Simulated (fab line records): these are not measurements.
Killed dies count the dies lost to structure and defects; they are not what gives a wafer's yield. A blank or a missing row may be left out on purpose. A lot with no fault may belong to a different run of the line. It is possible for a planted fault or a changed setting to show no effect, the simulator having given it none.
Split-lot experiment + flow n5 finfet + 21 wafers read from 7 lots, route of 1938 steps

== SPLIT DETAILS ==
At N5_BEOL_M6_PECVD_70 (deposits SiO2 from TEOS/O2, target thk 20 nm, time 22.7 s), the setting time s was moved away from the recipe's 22.7 s on 7 of the 21 wafers read, by -7.7% to +13.0%. All remaining wafers had this setting at the recipe value.

== FROM THE SPLIT TO THE READING: what the file shows between them, 3 steps ==
- N5_BEOL_M6_HM_DEP_02: deposits TiN, target thk 20 nm
- N5_BEOL_M6_COAT_59: time 60 s, resist thk 100 nm
- N5_BEOL_M6_STRIP_80: strips in N2/H2, time 10 s

== THE READING ==
SiO2_of_BEOL_M6_PECVD_70.thk nm (the simulator's own value, which no gauge read), in nm, at N5_BEOL_M6_HM_STRIP_39 (strips TiN in peroxide tin strip, target depth 25 nm, time 158 s). No usual value for it is given in the file. Average 20.0 nm, standard deviation 0.37 nm, over the 14 wafers here run with the recipe.

| wafer  | tool, chamber at the split | time s as run, s | against the recipe | SiO2_of_BEOL_M6_PECVD_70.thk nm, nm | against lot-mates on the recipe |
|--------|----------------------------|------------------|--------------------|-------------------------------------|---------------------------------|
| L077.1 | pecvd-01, 0                | 25.16            | +10.8%             | 21.8                                | +1.6                            |
| L077.2 | pecvd-01, 1                | 22.7             | recipe             | 20.2                                | -                               |
| L077.5 | pecvd-01, 1                | 25.16            | +10.8%             | 22.6                                | +2.4                            |
| L078.1 | pecvd-02, 0                | 20.96            | -7.7%              | 18.4                                | -1.9                            |
| L078.4 | pecvd-02, 0                | 22.7             | recipe             | 20.6                                | -                               |
| L078.6 | pecvd-02, 1                | 22.7             | recipe             | 20                                  | -                               |
| L086.2 | pecvd-04, 2                | 22.7             | recipe             | 19.2                                | -                               |
| L086.4 | pecvd-04, 0,2              | 22.7             | recipe             | 20                                  | -                               |
| L086.5 | pecvd-04, 0,2              | 22.7             | recipe             | 20                                  | -                               |
| L087.2 | pecvd-02, 0,1              | 25.25            | +11.2%             | 22                                  | +2.0                            |
| L087.5 | pecvd-02, 0,1              | 25.25            | +11.2%             | 22                                  | +2.0                            |
| L087.3 | pecvd-02, 2                | 22.7             | recipe             | 20                                  | -                               |
| L093.1 | pecvd-04, 2                | 22.7             | recipe             | 20                                  | -                               |
| L093.2 | pecvd-04, 0                | 25.17            | +10.9%             | 21.8                                | +1.7                            |
| L093.6 | pecvd-04, 0                | 22.7             | recipe             | 20.2                                | -                               |
| L094.3 | pecvd-02, 1                | 22.7             | recipe             | 19.2                                | -                               |
| L094.4 | pecvd-02, 2                | 22.7             | recipe             | 20                                  | -                               |
| L094.5 | pecvd-02, 0                | 22.7             | recipe             | 20                                  | -                               |
| L097.3 | pecvd-04, 2                | 25.65            | +13.0%             | 22.2                                | +2.1                            |
| L097.4 | pecvd-04, 2                | 22.7             | recipe             | 19.8                                | -                               |
| L097.6 | pecvd-04, 1                | 22.7             | recipe             | 20.4                                | -                               |
The file does not say which wafer passed through which chamber wherever a row lists several chambers: such a row stands for several wafers.

THE FIT
A straight line over all 21 wafers: SiO2_of_BEOL_M6_PECVD_70.thk nm changes by +0.187 nm for each +1% of time s; r = +0.95; the points scatter about the line by 0.36 nm.
The same after taking each lot's own level away (the mean of its wafers on the recipe; 21 wafers): +0.182 nm for each +1%; r = +0.96; scatter 0.32 nm.
That fit puts the effect of the largest move of time s on the reading at 2.4 nm.
From 19.73 to 20.30 nm: that is the span of the lots' own levels, equal to 1.5 times the standard deviation above.
The two slopes agree, so the slope changes little with the lot-to-lot level.
Check: for one of the wafers moved furthest among these (+13.0%), held out of the fit, the line's prediction against its lot-mates is +2.37 nm. Against them it came out at +2.1 nm.

== OTHER SPLITS APPLIED TO THESE WAFERS ==
Before the reading, these wafers also passed through other splits. Each is held against what the fit with the lots' levels taken away leaves over:
| other split on the same wafers    | wafers away from the commonest value | r with SiO2_of_BEOL_M6_PECVD_70.thk nm (lot level and that fit taken away) |
|-----------------------------------|--------------------------------------|----------------------------------------------------------------------------|
| N5_BEOL_M3_ETCH_41 target depth a | 5                                    | +0.18                                                                      |
| N5_BEOL_M4_EXPOSE_25 dose mj      | 7                                    | +0.00                                                                      |
| N5_BEOL_M4_DESCUM_33 time s       | 8                                    | +0.04                                                                      |
| N5_BEOL_M5_COAT_74 spin rpm       | 8                                    | +0.03                                                                      |
| N5_BEOL_M5_EXPOSE_25 dose mj      | 6                                    | -0.05                                                                      |

== THE WHOLE CHAIN: every reading that the file lists as answering this split, in the file's order ==
| step                   | what it does                                                     | reading                                                                          | change (the file's fit)               | r (the file's) |
|------------------------|------------------------------------------------------------------|----------------------------------------------------------------------------------|---------------------------------------|----------------|
| N5_BEOL_M6_PECVD_70    | deposits SiO2 from TEOS/O2, target thk 20 nm, time 22.7 s        | SiO2_of_BEOL_M6_PECVD_70.thk nm (the simulator's own value, which no gauge read) | +0.17 nm for each +1% of the setting  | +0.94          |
| N5_BEOL_M6_HM_STRIP_39 | strips TiN in peroxide tin strip, target depth 25 nm, time 158 s | SiO2_of_BEOL_M6_PECVD_70.thk nm (the simulator's own value, which no gauge read) | +0.177 nm for each +1% of the setting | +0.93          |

== THE FILE'S OWN FIT ==
SiO2_of_BEOL_M6_PECVD_70.thk nm changes by +0.177 nm for each +1% of time s, r = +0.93.
